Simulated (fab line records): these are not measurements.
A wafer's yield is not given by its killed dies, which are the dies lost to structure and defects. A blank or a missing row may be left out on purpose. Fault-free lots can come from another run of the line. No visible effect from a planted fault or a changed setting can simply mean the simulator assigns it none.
Which tool was responsible? :: flow nand_harc :: 13 lots, 39 wafers sampled, at 4 steps of a route of 1302

== WHAT THE GAUGES READ, wafer by wafer ==
NHARC_P_CONTACT_INSPECT_14. Usual: raw_defect_count reads 3.8 (standard deviation 2.2).
lot: L553
measured: day 6 11:40
on: defect_inspect-02
raw_defect_count: 1 3 4
flag: 

lot: L554
measured: day 6 11:53
on: defect_inspect-01
raw_defect_count: 2 1 4
flag: 

lot: L555
measured: day 6 16:17
on: defect_inspect-02
raw_defect_count: 6 5 3
flag: 

lot: L556
measured: day 6 21:39
on: defect_inspect-01
raw_defect_count: 1 4 1
flag: 

lot: L561
measured: day 9 01:53
on: defect_inspect-01
raw_defect_count: 4 5 5
flag: 

lot: L562
measured: day 9 14:07
on: defect_inspect-01
raw_defect_count: 7 3 1
flag: 

lot: L563
measured: day 10 05:22
on: defect_inspect-02
raw_defect_count: 7 4 8
flag: 

lot: L564
measured: day 10 12:29
on: defect_inspect-01
raw_defect_count: 10 2 8
flag: 

lot: L565
measured: day 10 19:26
on: defect_inspect-01
raw_defect_count: 1 3 1
flag: 

lot: L566
measured: day 11 20:33
on: defect_inspect-01
raw_defect_count: 5 3 4
flag: 

lot: L572
measured: day 13 19:00
on: defect_inspect-01
raw_defect_count: 4 4 3
flag: 

lot: L573
measured: day 14 06:33
on: defect_inspect-02
raw_defect_count: 3 6 6
flag: 

lot: L576
measured: day 15 08:09
on: defect_inspect-01
raw_defect_count: 6 8 10
flag: 

NHARC_P_CONTACT_INSPECT_27. Usual: raw_defect_count reads 317 (standard deviation 130).
lot: L553
measured: day 6 14:49
on: defect_inspect-01
raw_defect_count: 154 141 202
flag: 

lot: L554
measured: day 6 15:35
on: defect_inspect-01
raw_defect_count: 265 571 278
flag: 

lot: L555
measured: day 6 19:28
on: defect_inspect-01
raw_defect_count: 239 429 483
flag: 

lot: L556
measured: day 7 01:34
on: defect_inspect-01
raw_defect_count: 467 724 677
flag: 

lot: L561
measured: day 9 05:05
on: defect_inspect-02
raw_defect_count: 369 262 348
flag: 

lot: L562
measured: day 9 18:35
on: defect_inspect-02
raw_defect_count: 436 385 222
flag: 

lot: L563
measured: day 10 08:58
on: defect_inspect-01
raw_defect_count: 232 290 212
flag: 

lot: L564
measured: day 10 15:49
on: defect_inspect-02
raw_defect_count: 298 317 258
flag: 

lot: L565
measured: day 10 22:37
on: defect_inspect-02
raw_defect_count: 164 206 234
flag: 

lot: L566
measured: day 11 23:53
on: defect_inspect-02
raw_defect_count: 550 485 281
flag: 

lot: L572
measured: day 13 22:36
on: defect_inspect-02
raw_defect_count: 194 235 161
flag: 

lot: L573
measured: day 14 09:41
on: defect_inspect-02
raw_defect_count: 385 457 235
flag: 

lot: L576
measured: day 15 11:16
on: defect_inspect-02
raw_defect_count: 293 158 157
flag: 

== WHICH TOOL RAN EACH LOT (tool, then ch and the chambers of the sampled wafers, then the start) ==
lot: L553
NHARC_P_CONTACT_DEP_00: pecvd-04 ch 0,1, day 6 11:40 or earlier
NHARC_P_CONTACT_PVD_32: pvd_sputter-01, day 6 13:26

lot: L554
NHARC_P_CONTACT_DEP_00: pecvd-03 ch 0,1, day 6 11:53 or earlier
NHARC_P_CONTACT_PVD_32: pvd_sputter-01, day 6 14:13

lot: L555
NHARC_P_CONTACT_DEP_00: pecvd-04 ch 0,1, day 6 16:17 or earlier
NHARC_P_CONTACT_PVD_32: pvd_sputter-02, day 6 18:04

lot: L556
NHARC_P_CONTACT_DEP_00: pecvd-03 ch 1,2, day 6 21:39 or earlier
NHARC_P_CONTACT_PVD_32: pvd_sputter-02, day 6 23:38

lot: L561
NHARC_P_CONTACT_DEP_00: pecvd-04 ch 0,1,2, day 9 01:53 or earlier
NHARC_P_CONTACT_PVD_32: pvd_sputter-01, day 9 03:41

lot: L562
NHARC_P_CONTACT_DEP_00: pecvd-03 ch 0,1,2, day 9 14:07 or earlier
NHARC_P_CONTACT_PVD_32: pvd_sputter-02, day 9 15:53

lot: L563
NHARC_P_CONTACT_DEP_00: pecvd-04 ch 0,2, day 10 05:22 or earlier
NHARC_P_CONTACT_PVD_32: pvd_sputter-02, day 10 07:19

lot: L564
NHARC_P_CONTACT_DEP_00: pecvd-04 ch 0,1, day 10 12:29 or earlier
NHARC_P_CONTACT_PVD_32: pvd_sputter-03, day 10 14:26

lot: L565
NHARC_P_CONTACT_DEP_00: pecvd-04 ch 0,1, day 10 19:26 or earlier
NHARC_P_CONTACT_PVD_32: pvd_sputter-01, day 10 21:12

lot: L566
NHARC_P_CONTACT_DEP_00: pecvd-04 ch 1,2, day 11 20:33 or earlier
NHARC_P_CONTACT_PVD_32: pvd_sputter-01, day 11 22:31

lot: L572
NHARC_P_CONTACT_DEP_00: pecvd-03 ch 0,1, day 13 19:00 or earlier
NHARC_P_CONTACT_PVD_32: pvd_sputter-02, day 13 20:46

lot: L573
NHARC_P_CONTACT_DEP_00: pecvd-04 ch 0,1,2, day 14 06:33 or earlier
NHARC_P_CONTACT_PVD_32: pvd_sputter-01, day 14 08:20

lot: L576
NHARC_P_CONTACT_DEP_00: pecvd-01 ch 0,1, day 15 08:09 or earlier
NHARC_P_CONTACT_PVD_32: pvd_sputter-03, day 15 09:55
- NHARC_P_CONTACT_DEP_00: deposits SiO2, target thk 500 nm.
- NHARC_P_CONTACT_PVD_32: deposits Ti, target thk 5 nm, time 17.7 s.

== WHAT THE TOOLS THEMSELVES READ (means of the sampled wafers that have a number; where no wafer has one, the mark that the record gives instead) ==
NHARC_P_CONTACT_DEP_00. Usual: heater_power_w 523 W, standard deviation 78; susceptor_temp_C 400.01 C, standard deviation 0.21; throttle_valve_pct 16.1 %, standard deviation 0.71.
lot: L553
tool: pecvd-04
heater_power_w (W): 463
susceptor_temp_C (C): 400.03
throttle_valve_pct (%): 16.2
flag: 

lot: L554
tool: pecvd-03
heater_power_w (W): 553
susceptor_temp_C (C): 399.91
throttle_valve_pct (%): 15.4
flag: 

lot: L555
tool: pecvd-04
heater_power_w (W): 496
susceptor_temp_C (C): 400.10
throttle_valve_pct (%): 16.2
flag: 

lot: L556
tool: pecvd-03
heater_power_w (W): 605
susceptor_temp_C (C): 399.90
throttle_valve_pct (%): 15.3
flag: 

lot: L561
tool: pecvd-04
heater_power_w (W): 501
susceptor_temp_C (C): 399.85
throttle_valve_pct (%): 16.6
flag: 

lot: L562
tool: pecvd-03
heater_power_w (W): 634
susceptor_temp_C (C): 400.16
throttle_valve_pct (%): 15.4
flag: 

lot: L563
tool: pecvd-04
heater_power_w (W): 553
susceptor_temp_C (C): 399.92
throttle_valve_pct (%): 16.3
flag: 

lot: L564
tool: pecvd-04
heater_power_w (W): 514
susceptor_temp_C (C): 400.10
throttle_valve_pct (%): 16.6
flag: 

lot: L565
tool: pecvd-04
heater_power_w (W): 526
susceptor_temp_C (C): 399.89
throttle_valve_pct (%): 16.4
flag: 

lot: L566
tool: pecvd-04
heater_power_w (W): 457
susceptor_temp_C (C): 400.09
throttle_valve_pct (%): 16.9
flag: 

lot: L572
tool: pecvd-03
heater_power_w (W): 580
susceptor_temp_C (C): 399.89
throttle_valve_pct (%): 15.8
flag: 

lot: L573
tool: pecvd-04
heater_power_w (W): 502
susceptor_temp_C (C): 400.01
throttle_valve_pct (%): 16.0
flag: 

lot: L576
tool: pecvd-01
heater_power_w (W): 477
susceptor_temp_C (C): 400.19
throttle_valve_pct (%): 16.4
flag: 

NHARC_P_CONTACT_PVD_32. Usual: chamber_pressure_pa 5.001 Pa, standard deviation 0.01; throttle_valve_pct 30.4 %, standard deviation 1.2.
lot: L553
tool: pvd_sputter-01
chamber_pressure_pa (Pa): 5.011
throttle_valve_pct (%): 31.6
flag: 

lot: L554
tool: pvd_sputter-01
chamber_pressure_pa (Pa): 5.000
throttle_valve_pct (%): 31.0
flag: 

lot: L555
tool: pvd_sputter-02
chamber_pressure_pa (Pa): 5.006
throttle_valve_pct (%): 29.3
flag: 

lot: L556
tool: pvd_sputter-02
chamber_pressure_pa (Pa): 5.001
throttle_valve_pct (%): 29.2
flag: 

lot: L561
tool: pvd_sputter-01
chamber_pressure_pa (Pa): 5.004
throttle_valve_pct (%): 31.8
flag: 

lot: L562
tool: pvd_sputter-02
chamber_pressure_pa (Pa): 5.005
throttle_valve_pct (%): 29.7
flag: 

lot: L563
tool: pvd_sputter-02
chamber_pressure_pa (Pa): 4.999
throttle_valve_pct (%): 29.5
flag: 

lot: L564
tool: pvd_sputter-03
chamber_pressure_pa (Pa): 4.992
throttle_valve_pct (%): 30.7
flag: 

lot: L565
tool: pvd_sputter-01
chamber_pressure_pa (Pa): 4.997
throttle_valve_pct (%): 30.5
flag: 

lot: L566
tool: pvd_sputter-01
chamber_pressure_pa (Pa): 5.005
throttle_valve_pct (%): 30.5
flag: 

lot: L572
tool: pvd_sputter-02
chamber_pressure_pa (Pa): 5.000
throttle_valve_pct (%): 30.2
flag: 

lot: L573
tool: pvd_sputter-01
chamber_pressure_pa (Pa): 5.000
throttle_valve_pct (%): 31.5
flag: 

lot: L576
tool: pvd_sputter-03
chamber_pressure_pa (Pa): 4.990
throttle_valve_pct (%): 29.9
flag: 

== THE ANSWER, worked out from the rows above alone ==
Rule: lot off if the mean of its wafers having a number is beyond 3 standard deviations from the usual mean. A lot without any number at a reading at which 4 lots or more have one is off too. Any other lot the step has rows for is counted as sound. Order of review: gauges by route order, followed by the tools' own readings, for which a lot's mean as printed above is used. At the first step where some lot is off, the reading lying furthest off is the one used; lots without a number count as furthest.
No lot is off at any reading shown: from this, nothing can be told.

== WHAT WAS PUT IN BY THE SIMULATOR ==
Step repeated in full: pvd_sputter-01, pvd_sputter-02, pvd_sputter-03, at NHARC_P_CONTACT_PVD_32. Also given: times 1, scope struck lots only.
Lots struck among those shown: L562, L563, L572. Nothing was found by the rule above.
